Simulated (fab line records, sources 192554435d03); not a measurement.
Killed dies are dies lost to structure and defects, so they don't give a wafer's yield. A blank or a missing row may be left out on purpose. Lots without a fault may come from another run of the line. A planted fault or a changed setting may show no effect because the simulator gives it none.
fab line records | flow n5_finfet
record lots=24 wafers=72 last_day=21
route steps=1938 shown BEOL_M12@1616
lots that met no fault: from a run of the same line without faults
start_h: hours from the record's first day to the start of the lot's first wafer shown | wait_h: hours since the lot's step before | " the same as in the row above | L1.1+2: a row that stands for several wafers | - no value, or no start given | * or withheld: withheld | < > ~ a bound
route shown NAME@n: a module of which the file shows steps, and the number in the route of the first | usual: mean/standard deviation of fault-free wafers | same: alike in all rows | chamber/n: place in a boat | sites: the reading at each site | _std_site: their standard deviation | _edge_site: outer sites' mean less inner sites' | radius_mm: how far each site lies from the wafer's centre | mask NAME#n: copy n | behind: the tool/chamber that last shaped the wafer | hold: why the lot was held/for how many hours/how that ended | device: the transistor (n, p or np) that didn't switch | end of line: the same wafers' tests at the end of the route | a step without rows: its recipe alone | killed: dies lost to structure and defects at the first sort, not the wafer's yield | map: a wafer's dies, x killed, . not, _ none there
set.NAME: the setting as run; set.NAME@STEP: as run at that earlier step | model.NAME: the simulator's own value behind a step, which no gauge read
steps of the route over a sample of lots; a table a step, a row a wafer
services: from which hour (start_h, from the record's first day; less than 0 if before it) a tool's chamber was out of use, for how many hours, and why
## steps
# step N5_BEOL_M12_ETCH_59
# recipe chemistry=N2/H2 target=BARC target_depth_a=890 overetch_a=267 time_s=67.9 ion_energy_ev=200 pressure_mtorr=30 source_w=840 bias_w=150 n2_flow_sccm=200 h2_flow_sccm=200
# usual drypump_motor_current_A=6.02/0.21 h2_flow_sccm=200.0/0.63 oes_product_au=0.66/0.059 rf_vpp_V=522.8/2.7 showerhead_plenum_p_Torr=2.50/0.1 throttle_valve_pct=17.88/0.29
# columns lot.wafer tool chamber start_h wait_h drypump_motor_current_A h2_flow_sccm oes_product_au rf_hours_counter_h rf_vpp_V showerhead_plenum_p_Torr throttle_valve_pct
L076.2 rie_diel-02 1 259.67 0.0 6.30 200.3 0.75 29 528.1 2.69 17.60
L076.4 " 3 " " 6.11 199.9 0.72 50 524.9 2.60 17.59
L076.6 " 3 " " 6.11 200.1 0.72 - 524.8 2.60 17.59
L077.3 rie_diel-03 1 267.16 0.0 5.94 200.1 0.62 180 519.5 2.44 18.41
L077.4 " 3 " " 5.87 200.4 0.61 235 523.3 2.49 17.60
L077.6 " 1 " " 5.96 201.1 0.61 - 521.5 2.44 18.44
L078.1 rie_diel-03 3 278.09 0.0 5.86 200.0 0.61 239 522.9 2.49 17.63
L078.2 " 2 " " 6.09 200.0 0.65 138 520.2 2.42 17.83
L078.4 " 1 " " 5.94 199.4 0.61 184 519.7 2.44 18.43
L075.2 rie_diel-03 2 278.42 0.0 6.07 200.6 0.64 138 521.1 2.42 17.84
L075.5 " 2 " " 6.08 199.8 0.63 - 521.2 2.42 17.83
L075.6 " 3 " " 5.89 200.5 0.60 - 521.6 2.49 17.64
L074.2 rie_diel-02 2 281.88 0.0 6.17 201.1 0.62 195 521.2 2.42 17.58
L074.3 " 3 " " 6.11 200.3 0.72 57 523.8 2.60 17.60
L074.4 " 0 " " 6.27 199.8 0.69 88 521.5 2.46 17.82
L079.1 rie_diel-04 3 283.62 0.0 6.15 200.2 0.65 133 520.2 2.44 18.10
L079.4 " 2 " " 5.80 199.3 0.79 16 523.2 2.49 17.91
L079.6 " 2 " " 5.83 199.7 0.80 - 522.2 2.49 17.91
L082.2 rie_diel-03 0 292.19 0.0 5.45 200.3 0.63 189 524.7 2.50 18.03
L082.3 " 2 " " 6.08 200.1 0.64 143 521.6 2.42 17.83
L082.6 " 1 " " 5.92 199.8 0.61 - 521.8 2.43 18.44
L080.1 rie_diel-03 3 292.57 0.0 5.87 200.1 0.60 245 522.7 2.49 17.65
L080.4 " 2 " " 6.08 199.2 0.64 143 520.7 2.42 17.84
L080.6 " 3 " " 5.87 200.1 0.60 - 522.3 2.49 17.61
L081.2 rie_diel-02 3 301.72 0.0 6.14 200.9 0.71 63 525.3 2.60 17.60
L081.4 " 0 " " 6.26 200.8 0.68 94 521.5 2.46 17.82
L081.6 " 1 " " 6.30 200.6 0.72 - 528.8 2.69 17.64
L084.1 rie_diel-03 0 312.96 0.0 5.43 199.1 0.61 198 522.9 2.50 18.04
L084.2 " 2 " " 6.07 200.7 0.63 150 521.7 2.42 17.85
L084.5 " 1 " " 5.93 200.8 0.61 - 521.0 2.43 18.46
L083.3 rie_diel-04 3 326.99 0.0 6.15 199.6 0.63 146 520.7 2.43 18.12
L083.5 " 3 " " 6.14 199.5 0.64 - 521.9 2.43 18.13
L083.6 " 2 " " 5.78 200.8 0.77 - 521.5 2.49 17.96
L085.2 rie_diel-02 0 342.09 0.0 6.27 199.5 0.67 110 520.8 2.45 17.86
L085.4 " 1 " " 6.29 199.9 0.70 58 527.4 2.68 17.66
L085.5 " 3 " " 6.12 199.5 0.69 - 525.0 2.59 17.64
L087.3 rie_diel-03 1 346.64 0.0 5.95 199.8 0.60 211 520.0 2.42 18.48
L087.4 " 0 " " 5.48 200.0 0.62 211 522.8 2.49 18.07
L087.6 " 3 " " 5.86 199.1 0.81 - 522.0 2.48 17.20
L086.1 rie_diel-04 2 347.13 0.0 5.80 200.4 0.75 35 523.3 2.49 17.94
L086.2 " 3 " " 6.11 200.8 0.63 152 524.1 2.43 18.15
L086.4 " 0 " " 6.06 199.9 0.76 25 528.7 2.71 17.48
L088.1 rie_diel-02 2 358.09 0.0 6.19 201.2 0.61 218 520.2 2.41 17.62
L088.3 " 1 " " 6.29 199.8 0.70 63 526.6 2.68 17.65
L088.5 " 2 " " 6.17 200.7 0.62 - 519.6 2.41 17.64
L090.1 rie_diel-04 1 361.89 0.0 6.04 200.3 0.60 213 521.6 2.40 18.10
L090.2 " 3 " " 6.13 199.0 0.63 157 520.4 2.43 18.15
L090.4 " 2 " " 5.84 200.3 0.75 40 520.8 2.48 17.96
L089.1 rie_diel-03 0 371.87 0.0 5.41 201.3 0.60 219 523.1 2.49 18.07
L089.4 " 3 " " 5.86 200.5 0.79 14 522.1 2.48 17.21
L089.6 " 1 " " 5.93 199.0 0.59 - 520.6 2.42 18.49
L091.2 rie_diel-02 0 398.90 0.0 6.28 199.3 0.66 127 521.9 2.44 17.88
L091.3 " 0 " " 6.27 200.2 0.66 - 521.4 2.44 17.87
L091.5 " 1 " " 6.31 200.4 0.69 - 526.8 2.67 17.68
L094.1 rie_diel-04 3 409.01 0.0 6.11 201.3 0.63 173 520.5 2.42 18.18
L094.2 " 2 " " 5.82 200.0 0.74 53 522.7 2.48 18.00
L094.4 " 0 " " 5.97 200.2 0.75 37 526.8 2.70 17.50
L092.1 rie_diel-02 3 414.70 0.0 6.11 200.7 0.68 98 525.0 2.58 17.66
L092.4 " 0 " " 6.29 200.4 0.65 - 521.4 2.44 17.88
L092.5 " 3 " " 6.11 200.9 0.68 - 522.3 2.58 17.66
L093.3 rie_diel-04 0 415.12 0.0 6.01 199.4 0.74 40 527.8 2.70 17.52
L093.4 " 1 " " 6.05 200.2 0.59 231 519.7 2.40 18.15
L093.6 " 0 " " 6.03 200.0 0.73 - 527.3 2.70 17.52
L096.1 rie_diel-04 0 423.20 0.0 6.02 200.6 0.74 43 528.7 2.70 17.54
L096.3 " 1 " " 6.05 200.4 0.60 235 519.5 2.40 18.15
L096.5 " 0 " " 6.01 200.4 0.74 - 529.1 2.70 17.53
L095.1 rie_diel-04 2 433.61 0.0 5.78 200.6 0.73 62 522.3 2.48 18.02
L095.3 " 0 " " 5.98 198.5 0.73 47 527.4 2.70 17.55
L095.6 " 1 " " 6.10 200.2 0.59 - 521.4 2.39 18.16
L097.1 rie_diel-04 1 450.39 0.0 6.09 200.7 0.59 244 521.0 2.39 18.17
L097.4 " 3 " " 6.20 199.0 0.61 188 521.1 2.42 18.22
L097.5 " 1 " " 6.07 200.5 0.59 - 519.6 2.39 18.16
# step N5_BEOL_M12_OVL_MEAS_29
# recipe points_per_wafer=44
# usual M12_OVL=0/4.8
# columns lot.wafer tool chamber start_h wait_h M12_OVL[nm]
L076.2 overlay-01 0 260.49 0.0 3
L076.4 " 0 " " 3
L076.6 " 0 " " 3
L077.3 overlay-01 0 268.10 0.0 4
L077.4 " 0 " " -1
L077.6 " 0 " " 15
L078.1 overlay-01 0 278.90 0.0 -2
L078.2 " 0 " " 3
L078.4 " 0 " " 0
L075.2 overlay-01 0 279.25 0.0 2
L075.5 " 0 " " -3
L075.6 " 0 " " -3
L074.2 overlay-01 0 282.70 0.0 -3
L074.3 " 0 " " -3
L074.4 " 0 " " -4
L079.1 overlay-01 0 284.43 0.0 1
L079.4 " 0 " " -3
L079.6 " 0 " " 1
L082.2 overlay-01 0 293.13 0.0 2
L082.3 " 0 " " 9
L082.6 " 0 " " 2
L080.1 overlay-01 0 293.50 0.0 -6
L080.4 " 0 " " 6
L080.6 " 0 " " -1
L081.2 overlay-01 0 302.54 0.0 8
L081.4 " 0 " " -2
L081.6 " 0 " " 3
L084.1 overlay-02 0 313.91 0.0 10
L084.2 " 0 " " -3
L084.5 " 0 " " 2
L083.3 overlay-02 0 328.18 0.0 -6
L083.5 " 0 " " -7
L083.6 " 0 " " -6
L085.2 overlay-02 0 343.04 0.0 -1
L085.4 " 0 " " 6
L085.5 " 0 " " -4
L087.3 overlay-02 0 347.63 0.0 3
L087.4 " 0 " " -3
L087.6 " 0 " " 2
L086.1 overlay-01 0 348.09 0.0 -1
L086.2 " 0 " " -2
L086.4 " 0 " " -8
L088.1 overlay-02 0 358.91 0.0 5
L088.3 " 0 " " 7
L088.5 " 0 " " 3
L090.1 overlay-02 0 362.74 0.0 2
L090.2 " 0 " " -2
L090.4 " 0 " " -5
L089.1 overlay-01 0 372.76 0.0 -5
L089.4 " 0 " " -3
L089.6 " 0 " " -3
L091.2 overlay-01 0 399.91 0.0 -5
L091.3 " 0 " " -3
L091.5 " 0 " " -3
L094.1 overlay-01 0 409.86 0.0 2
L094.2 " 0 " " 4
L094.4 " 0 " " -2
L092.1 overlay-01 0 415.52 0.0 0
L092.4 " 0 " " -3
L092.5 " 0 " " 3
L093.3 overlay-02 0 416.06 0.0 0
L093.4 " 0 " " 1
L093.6 " 0 " " 4
L096.1 overlay-02 0 424.02 0.0 -8
L096.3 " 0 " " -5
L096.5 " 0 " " -8
L095.1 overlay-02 0 434.56 0.0 3
L095.3 " 0 " " 4
L095.6 " 0 " " 0
L097.1 overlay-02 0 451.75 0.0 -1
L097.4 " 0 " " 6
L097.5 " 0 " " 4
# step N5_BEOL_M12_ETCH_67
# recipe chemistry=CF4 target=SiARC target_depth_a=1430 time_s=238.3 ion_energy_ev=80 pressure_mtorr=40 source_w=545 bias_w=36 Ar_flow_sccm=100 cf4_flow_sccm=100 ends=cleared
# usual drypump_motor_current_A=6.03/0.21 etch_rf_on_time_s=237/8.5 oes_product_au=0.67/0.076 rf_vpp_V=183.6/1.3 showerhead_plenum_p_Torr=2.11/0.089 throttle_valve_pct=15.64/0.24
# columns lot.wafer tool chamber start_h wait_h drypump_motor_current_A etch_rf_on_time_s oes_product_au rf_hours_counter_h rf_vpp_V showerhead_plenum_p_Torr throttle_valve_pct
L076.2 rie_diel-03 2 260.58 0.0 6.08 246 0.63 131 183.4 2.06 15.58
L076.4 " 0 " " 5.43 238 0.63 179 183.8 2.13 15.96
L076.6 " 2 " " 6.09 248 0.64 - 184.5 2.06 15.58
L077.3 rie_diel-04 0 268.20 0.0 5.98 235 0.85 1 186.0 2.31 15.33
L077.4 " 1 " " 6.06 234 0.63 183 184.9 2.06 15.84
L077.6 " 3 " " 6.13 243 0.64 - 182.2 2.05 15.75
L078.1 rie_diel-02 3 279.00 0.0 6.12 227 0.73 56 184.8 2.17 15.24
L078.2 " 2 " " 6.21 234 0.63 194 183.7 2.05 15.57
L078.4 " 0 " " 6.26 245 0.68 87 181.8 2.08 15.55
L075.2 rie_diel-02 2 279.48 0.0 6.17 231 0.64 194 183.0 2.05 15.58
L075.5 " 0 " " 6.29 245 0.68 - 181.1 2.08 15.56
L075.6 " 3 " " 6.10 226 0.74 - 184.8 2.17 15.22
L074.2 rie_diel-03 3 282.80 0.0 5.89 237 0.60 241 183.9 2.12 15.65
L074.3 " 2 " " 6.07 248 0.63 139 182.2 2.06 15.58
L074.4 " 1 " " 5.95 251 0.59 185 182.6 2.04 15.96
L079.1 rie_diel-04 3 284.52 0.0 6.13 239 0.64 134 183.3 2.05 15.77
L079.4 " 0 " " 5.99 235 0.81 6 186.3 2.31 15.33
L079.6 " 2 " " 5.77 221 0.84 - 182.6 2.11 15.62
L082.2 rie_diel-03 1 293.22 0.0 5.94 248 0.59 189 182.8 2.04 15.97
L082.3 " 0 " " 5.46 239 0.62 190 185.0 2.12 15.99
L082.6 " 2 " " 6.08 247 0.63 - 185.0 2.05 15.61
L080.1 rie_diel-02 1 293.60 0.0 6.29 234 0.73 40 186.4 2.27 15.43
L080.4 " 3 " " 6.10 227 0.73 61 184.8 2.17 15.23
L080.6 " 2 " " 6.15 232 0.63 - 182.5 2.05 15.58
L081.2 rie_diel-02 3 302.63 0.0 6.14 227 0.73 63 185.3 2.17 15.23
L081.4 " 0 " " 6.28 245 0.68 95 184.3 2.08 15.58
L081.6 " 1 " " 6.30 237 0.73 - 185.2 2.27 15.45
L084.1 rie_diel-04 3 314.48 0.0 6.15 241 0.63 142 183.4 2.04 15.79
L084.2 " 1 " " 6.07 232 0.62 199 183.1 2.05 15.88
L084.5 " 3 " " 6.14 240 0.63 - 183.7 2.04 15.78
L083.3 rie_diel-02 0 328.30 0.0 6.28 247 0.66 104 181.8 2.08 15.59
L083.5 " 2 " " 6.17 232 0.62 - 181.4 2.05 15.62
L083.6 " 3 " " 6.12 230 0.70 - 183.6 2.17 15.26
L085.2 rie_diel-03 0 343.13 0.0 5.43 240 0.61 210 183.3 2.12 16.02
L085.4 " 2 " " 6.06 248 0.61 163 182.4 2.05 15.64
L085.5 " 2 " " 6.07 248 0.61 - 182.5 2.05 15.64
L087.3 rie_diel-04 2 347.72 0.0 5.81 221 0.79 35 182.7 2.10 15.68
L087.4 " 0 " " 6.02 238 0.76 25 184.8 2.30 15.36
L087.6 " 3 " " 6.18 239 0.63 - 181.9 2.04 15.81
L086.1 rie_diel-03 1 348.18 0.0 5.94 251 0.57 211 184.1 2.03 16.01
L086.2 " 2 " " 6.07 249 0.60 165 182.2 2.05 15.64
L086.4 " 3 " " 5.88 231 0.83 6 182.7 2.11 15.17
L088.1 rie_diel-04 3 359.00 0.0 6.11 242 0.62 156 182.8 2.04 15.81
L088.3 " 0 " " 6.03 238 0.76 29 185.1 2.30 15.38
L088.5 " 3 " " 6.14 242 0.62 - 183.9 2.04 15.82
L090.1 rie_diel-03 2 362.83 0.0 6.09 251 0.60 171 183.3 2.05 15.66
L090.2 " 1 " " 5.93 251 0.57 216 183.6 2.03 16.04
L090.4 " 0 " " 5.47 237 0.61 217 181.9 2.11 16.03
L089.1 rie_diel-02 1 372.85 0.0 6.28 239 0.69 67 184.8 2.26 15.51
L089.4 " 2 " " 6.16 232 0.62 222 182.3 2.04 15.63
L089.6 " 2 " " 6.15 231 0.61 - 184.0 2.04 15.62
L091.2 rie_diel-03 2 400.35 0.0 6.07 250 0.59 183 183.0 2.04 15.68
L091.3 " 1 " " 5.95 251 0.57 228 182.7 2.02 16.04
L091.5 " 0 " " 5.40 242 0.59 - 183.1 2.11 16.05
L094.1 rie_diel-04 2 409.96 0.0 5.77 219 0.77 54 182.6 2.09 15.72
L094.2 " 0 " " 6.00 236 0.75 38 185.0 2.29 15.39
L094.4 " 1 " " 6.05 235 0.60 229 184.0 2.04 15.93
L092.1 rie_diel-04 0 415.61 0.0 5.97 235 0.74 41 185.5 2.29 15.41
L092.4 " 2 " " 5.81 222 0.76 56 182.3 2.09 15.72
L092.5 " 2 " " 5.79 221 0.76 - 183.3 2.09 15.70
L093.3 rie_diel-04 1 416.15 0.0 6.07 231 0.60 232 182.6 2.04 15.93
L093.4 " 0 " " 5.97 234 0.75 41 185.9 2.29 15.41
L093.6 " 0 " " 5.99 232 0.75 - 186.9 2.29 15.40
L096.1 rie_diel-04 0 424.11 0.0 6.02 234 0.74 44 186.0 2.29 15.42
L096.3 " 3 " " 6.16 241 0.61 180 182.3 2.03 15.86
L096.5 " 1 " " 6.08 234 0.60 - 182.0 2.04 15.93
L095.1 rie_diel-02 1 434.65 0.0 6.31 237 0.68 90 183.7 2.25 15.55
L095.3 " 2 " " 6.14 229 0.61 235 184.0 2.04 15.66
L095.6 " 1 " " 6.31 235 0.68 - 185.7 2.25 15.56
L097.1 rie_diel-02 3 452.12 0.0 6.11 229 0.68 106 183.6 2.16 15.33
L097.4 " 2 " " 6.17 231 0.60 242 183.0 2.04 15.66
L097.5 " 0 " " 6.26 246 0.63 - 183.2 2.06 15.68
# step N5_BEOL_M12_STRIP_37
# recipe chemistry=N2/H2 power_w=1000 temp_c=250 h2_frac=0.65 overash_fraction=0.3 pressure_mtorr=withheld n2_flow_sccm=1750 h2_flow_sccm=3250
# usual drypump_motor_current_A=5.4/0.33 h2_flow_sccm=3253/8.7 heater_power_w=350/52 oes_product_au=0.790/0.0097
# columns lot.wafer tool chamber start_h wait_h drypump_motor_current_A h2_flow_sccm heater_power_w oes_product_au rf_hours_counter_h
L076.2 plasma_asher-01 1 261.10 0.0 5.2 3246 272 0.798 71
L076.4 " 0 " " 5.6 3254 369 0.793 -
L076.6 " 1 " " 5.1 3271 277 0.793 -
L077.3 plasma_asher-01 0 268.75 0.1 5.6 3255 371 0.800 -
L077.4 " 1 " " 5.1 3250 264 0.784 -
L077.6 " 0 " " 5.6 3258 369 0.787 -
L078.1 plasma_asher-02 0 279.52 0.0 5.0 3242 347 0.789 122
L078.2 " 1 " " 5.8 3254 420 0.794 122
L078.4 " 0 " " 5.0 3258 352 0.791 -
L075.2 plasma_asher-02 0 280.01 0.0 5.0 3236 348 0.805 122
L075.5 " 1 " " 5.8 3247 411 0.793 -
L075.6 " 0 " " 5.0 3260 347 0.806 -
L074.2 plasma_asher-01 0 283.32 0.0 5.6 3253 369 0.798 75
L074.3 " 1 " " 5.2 3262 266 0.764 -
L074.4 " 0 " " 5.6 3266 364 0.795 -
L079.1 plasma_asher-01 0 285.05 0.0 5.6 3247 369 0.786 76
L079.4 " 1 " " 5.1 3249 277 0.782 -
L079.6 " 1 " " 5.2 3256 268 0.801 -
L082.2 plasma_asher-01 0 293.75 0.0 5.6 3239 367 0.802 78
L082.3 " 1 " " 5.1 3261 264 0.790 -
L082.6 " 1 " " 5.2 3262 275 0.777 -
L080.1 plasma_asher-02 0 294.12 0.0 5.0 3257 343 0.798 125
L080.4 " 0 " " 5.0 3253 357 0.790 -
L080.6 " 1 " " 5.8 3245 414 0.776 -
L081.2 plasma_asher-01 1 303.15 0.0 5.1 3254 269 0.801 80
L081.4 " 1 " " 5.2 3244 268 0.792 -
L081.6 " 1 " " 5.1 3253 276 0.776 -
L084.1 plasma_asher-01 0 315.01 0.0 5.6 3252 364 0.799 82
L084.2 " 1 " " 5.2 3252 275 0.784 82
L084.5 " 0 " " 5.6 3255 364 0.786 -
L083.3 plasma_asher-02 0 328.85 0.1 5.0 3254 344 0.801 -
L083.5 " 1 " " 5.8 3251 406 0.788 -
L083.6 " 0 " " 5.0 3257 347 0.781 -
L085.2 plasma_asher-02 0 343.65 0.0 5.0 3255 347 0.790 137
L085.4 " 0 " " 5.0 3252 344 0.788 -
L085.5 " 0 " " 5.0 3248 342 0.782 -
L087.3 plasma_asher-01 0 348.26 0.1 5.6 3244 366 0.792 -
L087.4 " 1 " " 5.1 3239 271 0.781 -
L087.6 " 0 " " 5.6 3258 350 0.780 -
L086.1 plasma_asher-02 0 348.70 0.0 5.0 3248 358 0.805 138
L086.2 " 1 " " 5.8 3254 415 0.795 138
L086.4 " 1 " " 5.8 3238 423 0.796 -
L088.1 plasma_asher-01 1 359.52 0.0 5.1 3260 270 0.778 89
L088.3 " 0 " " 5.6 3243 369 0.774 -
L088.5 " 1 " " 5.1 3255 275 0.790 -
L090.1 plasma_asher-02 0 363.35 0.0 5.0 3253 347 0.798 142
L090.2 " 1 " " 5.8 3253 405 0.789 142
L090.4 " 1 " " 5.8 3244 412 0.790 -
L089.1 plasma_asher-02 0 373.37 0.0 5.0 3260 351 0.788 145
L089.4 " 0 " " 5.0 3250 339 0.796 -
L089.6 " 0 " " 5.0 3261 352 0.796 -
L091.2 plasma_asher-01 1 400.87 0.0 5.1 3250 262 0.814 93
L091.3 " 0 " " 5.6 3268 366 0.781 -
L091.5 " 0 " " 5.6 3253 362 0.800 -
L094.1 plasma_asher-02 1 410.54 0.1 5.9 3246 415 0.780 153
L094.2 " 0 " " 5.0 3252 343 0.795 153
L094.4 " 1 " " 5.8 3241 407 0.771 -
L092.1 plasma_asher-02 0 416.13 0.0 5.0 3257 350 0.804 154
L092.4 " 1 " " 5.8 3249 410 0.795 -
L092.5 " 0 " " 5.0 3258 353 0.782 -
L093.3 plasma_asher-02 0 416.69 0.1 5.0 3250 354 0.799 -
L093.4 " 1 " " 5.8 3249 406 0.778 -
L093.6 " 0 " " 5.0 3252 347 0.788 -
L096.1 plasma_asher-01 0 424.63 0.0 5.6 3263 358 0.790 98
L096.3 " 1 " " 5.2 3265 267 0.790 -
L096.5 " 0 " " 5.6 3257 361 0.794 -
L095.1 plasma_asher-01 0 435.17 0.0 5.6 3268 366 0.788 99
L095.3 " 1 " " 5.2 3268 275 0.793 -
L095.6 " 0 " " 5.6 3247 368 0.776 -
L097.1 plasma_asher-02 1 452.65 0.0 5.9 3256 414 0.789 161
L097.4 " 1 " " 5.9 3262 414 0.779 -
L097.5 " 0 " " 5.0 3256 350 0.791 -
# step N5_BEOL_M12_SPUTTER_45
# recipe material=Cu target_thk_a=800 temp_c=-20 bias_v=60 power_w=26000 chamber_pressure_pa=0.13 time_s=13.33
# usual throttle_valve_pct=29.6/0.76
# columns lot.wafer tool chamber start_h wait_h throttle_valve_pct
L076.2 pvd_sputter-01 - 264.73 0.0 29.6
L076.4 " - " " 28.9
L076.6 " - " " 29.2
L077.3 pvd_sputter-02 - 269.56 0.0 29.7
L077.4 " - " " 29.5
L077.6 " - " " 29.7
L078.1 pvd_sputter-02 - 280.74 0.0 27.7
L078.2 " - " " 29.3
L078.4 " - " " 30.1
L075.2 pvd_sputter-02 - 281.38 0.0 29.9
L075.5 " - " " 29.1
L075.6 " - " " 30.5
L074.2 pvd_sputter-03 - 286.25 0.0 30.8
L074.3 " - " " 30.3
L074.4 " - " " 29.2
L079.1 pvd_sputter-01 - 288.06 0.0 29.9
L079.4 " - " " 29.9
L079.6 " - " " 29.7
L082.2 pvd_sputter-02 - 296.45 0.0 29.3
L082.3 " - " " 27.6
L082.6 " - " " 30.5
L080.1 pvd_sputter-02 - 297.69 0.0 30.1
L080.4 " - " " 30.3
L080.6 " - " " 30.2
L081.2 pvd_sputter-03 - 303.85 0.0 30.4
L081.4 " - " " 30.2
L081.6 " - " " 30.1
L084.1 pvd_sputter-01 - 318.49 0.0 30.1
L084.2 " - " " 29.1
L084.5 " - " " 29.9
L083.3 pvd_sputter-01 - 331.85 0.0 30.0
L083.5 " - " " 29.9
L083.6 " - " " 29.8
L085.2 pvd_sputter-02 - 345.89 0.0 27.8
L085.4 " - " " 29.4
L085.5 " - " " 30.0
L087.3 pvd_sputter-01 - 350.37 0.0 29.8
L087.4 " - " " 29.8
L087.6 " - " " 29.9
L086.1 pvd_sputter-02 - 351.16 0.0 29.2
L086.2 " - " " 29.7
L086.4 " - " " 30.0
L088.1 pvd_sputter-01 - 361.18 0.0 29.7
L088.3 " - " " 28.8
L088.5 " - " " 29.1
L090.1 pvd_sputter-01 - 371.10 0.0 29.2
L090.2 " - " " 29.7
L090.4 " - " " 30.0
L089.1 pvd_sputter-02 - 374.87 0.0 30.1
L089.4 " - " " 27.7
L089.6 " - " " 29.0
L091.2 pvd_sputter-03 - 403.30 0.0 30.7
L091.3 " - " " 30.3
L091.5 " - " " 30.2
L094.1 pvd_sputter-03 - 412.85 0.0 30.1
L094.2 " - " " 30.4
L094.4 " - " " 29.3
L092.1 pvd_sputter-03 - 418.70 0.0 30.3
L092.4 " - " " 30.4
L092.5 " - " " 29.0
L093.3 pvd_sputter-01 - 418.96 0.0 30.0
L093.4 " - " " 29.8
L093.6 " - " " 29.9
L096.1 pvd_sputter-02 - 427.21 0.0 30.0
L096.3 " - " " 27.8
L096.5 " - " " 27.7
L095.1 pvd_sputter-02 - 437.00 0.0 29.9
L095.3 " - " " 27.4
L095.6 " - " " 30.6
L097.1 pvd_sputter-01 - 457.15 0.0 28.8
L097.4 " - " " 29.9
L097.5 " - " " 28.9
# step N5_BEOL_M12_CMP_49
# recipe stop_on=SiOC t_overpolish_s=20.6 down_force_psi=1 platen_rpm=50 clearing_platen_down_force_psi=1.5 clearing_platen_rpm=50 post_cmp_clean=cu_alkaline target_thk_nm=320 clearing_platen_pad_velocity_m_s=0.99484 pad_velocity_m_s=0.99484
# usual barrier_field_endpoint_s=30.2/1 motor_current_A=6.2/0.52 overpolish_run_s=20.600/0.0093
# columns lot.wafer tool chamber start_h wait_h barrier_field_endpoint_s motor_current_A overpolish_run_s
L076.2 cmp-04 0 265.33 0.2 31.5 5.3 20.581
L076.4 " 1 " " 32.0 6.6 20.598
L076.6 " 0 " " 30.6 5.6 20.601
L077.4 cmp-03 3 270.16 0.1 29.6 6.2 20.597
L077.3 " 1 " " 29.1 6.4 20.586
L077.6 " 3 " " 29.3 6.0 20.589
L078.2 cmp-01 3 281.30 0.2 29.5 6.3 20.609
L078.1 " 1 " " 28.8 5.7 20.612
L078.4 " 2 " " 29.8 7.0 20.601
L075.2 cmp-01 1 282.02 0.2 28.5 5.4 20.612
L075.6 " 0 " " 30.1 5.4 20.605
L075.5 " 1 " " 29.2 5.7 20.597
L074.2 cmp-03 2 286.85 0.2 30.0 6.6 20.596
L074.4 " 3 " " 29.5 6.5 20.603
L074.3 " 1 " " 29.9 6.1 20.592
L079.4 cmp-04 2 288.70 0.2 32.7 5.5 20.610
L079.1 " 0 " " 31.3 5.6 20.582
L079.6 " 1 " " 31.8 6.4 20.604
L082.3 cmp-01 1 297.01 0.2 29.4 5.6 20.597
L082.2 " 3 " " 29.7 6.9 20.604
L082.6 " 2 " " 29.2 7.2 20.608
L080.1 cmp-03 2 298.25 0.3 30.4 6.6 20.604
L080.4 " 1 " " 29.3 6.2 20.602
L080.6 " 3 " " 30.2 6.1 20.580
L081.2 cmp-01 3 304.53 0.2 30.6 6.7 20.609
L081.4 " 0 " " 30.9 5.8 20.582
L081.6 " 2 " " 30.7 7.2 20.600
L084.2 cmp-01 2 319.05 0.2 31.0 7.1 20.608
L084.1 " 1 " " 29.0 5.9 20.597
L084.5 " 2 " " 29.9 7.4 20.585
L083.3 cmp-01 1 332.45 0.2 28.5 5.7 20.601
L083.5 " 0 " " 29.8 5.6 20.598
L083.6 " 1 " " 28.8 6.2 20.605
L085.2 cmp-01 0 346.70 0.3 30.5 5.9 20.590
L085.4 " 1 " " 27.8 5.6 20.609
L085.5 " 3 " " 28.7 6.3 20.608
L087.4 cmp-01 0 350.93 0.1 30.9 5.6 20.600
L087.3 " 3 " " 29.7 6.8 20.615
L087.6 " 1 " " 29.2 5.7 20.610
L086.1 cmp-04 0 351.72 0.3 29.4 5.5 20.610
L086.4 " 1 " " 30.5 6.7 20.598
L086.2 " 2 " " 30.5 5.6 20.604
L088.1 cmp-04 0 361.74 0.3 30.1 5.6 20.600
L088.3 " 1 " " 31.8 6.0 20.598
L088.5 " 0 " " 30.1 5.5 20.597
L090.2 cmp-03 2 371.75 0.2 31.7 6.6 20.585
L090.4 " 3 " " 29.5 6.1 20.607
L090.1 " 1 " " 29.6 6.4 20.591
L089.1 cmp-03 3 375.43 0.3 29.0 6.3 20.602
L089.4 " 2 " " 30.9 6.9 20.598
L089.6 " 0 " " 28.2 6.3 20.601
L091.3 cmp-03 2 404.14 0.3 31.9 6.8 20.603
L091.2 " 3 " " 31.0 6.1 20.591
L091.5 " 0 " " 29.5 6.1 20.596
L094.2 cmp-04 0 413.41 0.2 30.1 5.5 20.590
L094.1 " 1 " " 31.1 6.2 20.598
L094.4 " 3 " " 31.6 6.4 20.589
L092.4 cmp-03 0 419.66 0.2 30.1 6.3 20.619
L092.1 " 2 " " 32.2 7.2 20.588
L092.5 " 3 " " 30.1 6.2 20.612
L093.4 cmp-04 0 419.84 0.2 30.7 5.5 20.615
L093.3 " 1 " " 31.3 6.7 20.603
L093.6 " 0 " " 30.1 5.3 20.613
L096.1 cmp-04 0 427.81 0.3 29.7 5.7 20.597
L096.3 " 2 " " 31.1 5.5 20.595
L096.5 " 0 " " 30.0 5.4 20.594
L095.3 cmp-04 3 437.90 0.2 31.3 6.6 20.608
L095.1 " 0 " " 29.1 5.5 20.610
L095.6 " 2 " " 31.0 5.4 20.602
L097.4 cmp-03 3 458.05 0.1 30.6 6.0 20.603
L097.1 " 2 " " 31.7 6.6 20.607
L097.5 " 3 " " 29.7 6.3 20.581
## services
# columns tool chamber start_h hours kind
cmp-03 - 239.85 4.0 pm
cmp-04 - 269.19 0.6 repair
cmp-01 - 282.78 5.0 pm
pvd_sputter-01 - 292.47 20.0 repair
plasma_asher-01 - 305.20 0.5 repair
cmp-03 - 310.79 1.7 repair
plasma_asher-01 - 318.04 1.9 repair
cmp-04 - 326.90 1.0 repair
plasma_asher-01 - 328.23 9.6 pm
cmp-04 - 328.85 9.4 pm
pvd_sputter-01 - 332.53 0.6 repair
cmp-04 - 341.93 2.6 repair
cmp-01 - 351.26 0.9 repair
cmp-04 - 355.35 0.7 repair
pvd_sputter-02 - 364.81 6.2 repair
plasma_asher-01 - 366.35 15.6 pm
cmp-01 - 372.25 5.1 repair
rie_diel-04 0 378.19 20.7 repair
rie_diel-02 3 393.90 5.0 repair
plasma_asher-01 - 394.52 0.3 repair
rie_diel-04 2 394.85 5.1 repair
pvd_sputter-01 - 413.50 4.3 repair
rie_diel-02 3 415.05 15.3 repair
pvd_sputter-01 - 421.80 2.5 repair
## key
fault none
